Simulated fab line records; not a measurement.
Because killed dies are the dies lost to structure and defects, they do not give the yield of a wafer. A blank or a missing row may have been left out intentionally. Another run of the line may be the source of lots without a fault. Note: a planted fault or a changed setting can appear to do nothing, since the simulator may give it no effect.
Which of the tools did it? || flow nand_harc || Sampling: 10 lots, 30 wafers, 5 of 1302 route steps

WHAT THE GAUGES SHOWED, per wafer
NHARC_A_SOURCE_PLATE_THK_MEAS_06: measures by ellipsometry.
{"lot": "L736", "measured": "day 8 20:55", "on": "film_metro-01", "thk_nm (nm)": "200.5 200.7 200.0"}
{"lot": "L739", "measured": "day 10 00:07", "on": "film_metro-01", "thk_nm (nm)": "324.6 322.8 325.2"}
{"lot": "L748", "measured": "day 13 15:20", "on": "film_metro-02", "thk_nm (nm)": "200.1 199.8 198.5"}
{"lot": "L747", "measured": "day 13 15:20", "on": "film_metro-01", "thk_nm (nm)": "196.6 198.1 196.8"}
{"lot": "L749", "measured": "day 14 09:44", "on": "film_metro-01", "thk_nm (nm)": "197.2 200.0 200.6"}
{"lot": "L751", "measured": "day 15 03:20", "on": "film_metro-01", "thk_nm (nm)": "198.7 200.0 201.0"}
{"lot": "L752", "measured": "day 15 17:13", "on": "film_metro-01", "thk_nm (nm)": "201.6 204.5 201.8"}
{"lot": "L753", "measured": "day 15 22:32", "on": "film_metro-02", "thk_nm (nm)": "200.6 197.3 200.5"}
{"lot": "L754", "measured": "day 16 09:24", "on": "film_metro-02", "thk_nm (nm)": "203.1 201.5 201.2"}
{"lot": "L755", "measured": "day 16 18:59", "on": "film_metro-01", "thk_nm (nm)": "199.6 201.8 200.9"}

TOOL THAT RAN EACH LOT (tool first, then ch and the chambers of the sampled wafers, then the start)
{"lot": "L736", "NHARC_P_BONDPAD_ETCH_24": "rie_diel-03 ch 0,1,2, day 7 20:58 or earlier", "NHARC_A_ZERO_WELL_DESCUM_12": "rie_diel-12 ch 0,1,2, day 7 20:58", "NHARC_A_SOURCE_PLATE_PVD_04": "pvd_sputter-01, day 8 08:02", "NHARC_A_SOURCE_PLATE_CVD_03": "lpcvd_poly-01 ch 0, day 8 10:28"}
{"lot": "L739", "NHARC_P_BONDPAD_ETCH_24": "rie_diel-13 ch 1,2,3, day 9 01:09 or earlier", "NHARC_A_ZERO_WELL_DESCUM_12": "rie_diel-12 ch 1,2, day 9 01:09", "NHARC_A_SOURCE_PLATE_PVD_04": "pvd_sputter-01, day 9 10:35", "NHARC_A_SOURCE_PLATE_CVD_03": "lpcvd_poly-04 ch 0, day 9 13:07"}
{"lot": "L748", "NHARC_P_BONDPAD_ETCH_24": "rie_diel-03 ch 0,1,3, day 12 17:54 or earlier", "NHARC_A_ZERO_WELL_DESCUM_12": "rie_diel-12 ch 1,2,3, day 12 17:54", "NHARC_A_SOURCE_PLATE_PVD_04": "pvd_sputter-03, day 13 02:31", "NHARC_A_SOURCE_PLATE_CVD_03": "lpcvd_poly-04 ch 0, day 13 05:02"}
{"lot": "L747", "NHARC_P_BONDPAD_ETCH_24": "rie_diel-13 ch 0,2,3, day 12 18:05 or earlier", "NHARC_A_ZERO_WELL_DESCUM_12": "rie_diel-12 ch 0,1,2, day 12 18:05", "NHARC_A_SOURCE_PLATE_PVD_04": "pvd_sputter-01, day 13 02:31", "NHARC_A_SOURCE_PLATE_CVD_03": "lpcvd_poly-04 ch 0, day 13 05:02"}
{"lot": "L749", "NHARC_P_BONDPAD_ETCH_24": "rie_diel-13 ch 0,2,3, day 13 12:08 or earlier", "NHARC_A_ZERO_WELL_DESCUM_12": "rie_diel-12 ch 0,1,3, day 13 12:08", "NHARC_A_SOURCE_PLATE_PVD_04": "pvd_sputter-03, day 13 20:55", "NHARC_A_SOURCE_PLATE_CVD_03": "lpcvd_poly-01 ch 0, day 13 23:21"}
{"lot": "L751", "NHARC_P_BONDPAD_ETCH_24": "rie_diel-03 ch 1,3, day 14 06:42 or earlier", "NHARC_A_ZERO_WELL_DESCUM_12": "rie_diel-04 ch 1,2, day 14 06:42", "NHARC_A_SOURCE_PLATE_PVD_04": "pvd_sputter-01, day 14 13:32", "NHARC_A_SOURCE_PLATE_CVD_03": "lpcvd_poly-04 ch 0, day 14 16:02"}
{"lot": "L752", "NHARC_P_BONDPAD_ETCH_24": "rie_diel-05 ch 1,3, day 14 20:00 or earlier", "NHARC_A_ZERO_WELL_DESCUM_12": "rie_diel-12 ch 0,2, day 14 20:00", "NHARC_A_SOURCE_PLATE_PVD_04": "pvd_sputter-03, day 15 04:41", "NHARC_A_SOURCE_PLATE_CVD_03": "lpcvd_poly-03 ch 0, day 15 07:10"}
{"lot": "L753", "NHARC_P_BONDPAD_ETCH_24": "rie_diel-05 ch 0,1,3, day 15 00:58 or earlier", "NHARC_A_ZERO_WELL_DESCUM_12": "rie_diel-12 ch 0,1,2, day 15 00:58", "NHARC_A_SOURCE_PLATE_PVD_04": "pvd_sputter-02, day 15 09:35", "NHARC_A_SOURCE_PLATE_CVD_03": "lpcvd_poly-04 ch 0, day 15 12:08"}
{"lot": "L754", "NHARC_P_BONDPAD_ETCH_24": "rie_diel-05 ch 0,3, day 15 12:43 or earlier", "NHARC_A_ZERO_WELL_DESCUM_12": "rie_diel-04 ch 1,3, day 15 12:43", "NHARC_A_SOURCE_PLATE_PVD_04": "pvd_sputter-01, day 15 21:01", "NHARC_A_SOURCE_PLATE_CVD_03": "lpcvd_poly-01 ch 0, day 15 23:25"}
{"lot": "L755", "NHARC_P_BONDPAD_ETCH_24": "rie_diel-03 ch 0,2,3, day 15 21:22 or earlier", "NHARC_A_ZERO_WELL_DESCUM_12": "rie_diel-12 ch 0,1, day 15 21:22", "NHARC_A_SOURCE_PLATE_PVD_04": "pvd_sputter-01, day 16 05:59", "NHARC_A_SOURCE_PLATE_CVD_03": "lpcvd_poly-04 ch 0, day 16 08:29"}
- NHARC_P_BONDPAD_ETCH_24: etches the open film in CF4/N2, target depth 30 nm, time 72.99 s.
- NHARC_A_ZERO_WELL_DESCUM_12: chemistry O2, time 3 s.
- NHARC_A_SOURCE_PLATE_PVD_04: deposits WSi2, target thk 50 nm.
- NHARC_A_SOURCE_PLATE_CVD_03: deposits poly-Si, target thk 200 nm, time 4000 s.

THE ANSWER, worked out from the rows above alone
Rule: the lots themselves supply what counts as usual. The widest of any qualifying gaps counts: lots, ordered by their means at a reading, are off when they make up no more than a third of the lots, leave a main group of 4 or more, and stand apart from it by 3 or more times the standard deviation of that group's means. A main group whose means are all the same, to the digits that the tables above print for the reading, isn't used. Also off: a lot with no number at a reading for which 4 or more lots have one. All remaining lots with rows at the step are treated as sound.
Off at NHARC_A_SOURCE_PLATE_THK_MEAS_06 (thk_nm): L739. Mean 200.1 nm and standard deviation 1.5 in the main group.
If a tool, at a process step before that reading, ran all the lots that are off and no sound lot after the first of them, it fits. The gauges at NHARC_A_SOURCE_PLATE_THK_MEAS_06 are tried like those tools. With no start given for some of its lots, NHARC_P_BONDPAD_ETCH_24 uses the hours and lot order of NHARC_A_ZERO_WELL_DESCUM_12. Of those tried, none fits.

WHAT HAD BEEN PUT IN BY THE SIMULATOR
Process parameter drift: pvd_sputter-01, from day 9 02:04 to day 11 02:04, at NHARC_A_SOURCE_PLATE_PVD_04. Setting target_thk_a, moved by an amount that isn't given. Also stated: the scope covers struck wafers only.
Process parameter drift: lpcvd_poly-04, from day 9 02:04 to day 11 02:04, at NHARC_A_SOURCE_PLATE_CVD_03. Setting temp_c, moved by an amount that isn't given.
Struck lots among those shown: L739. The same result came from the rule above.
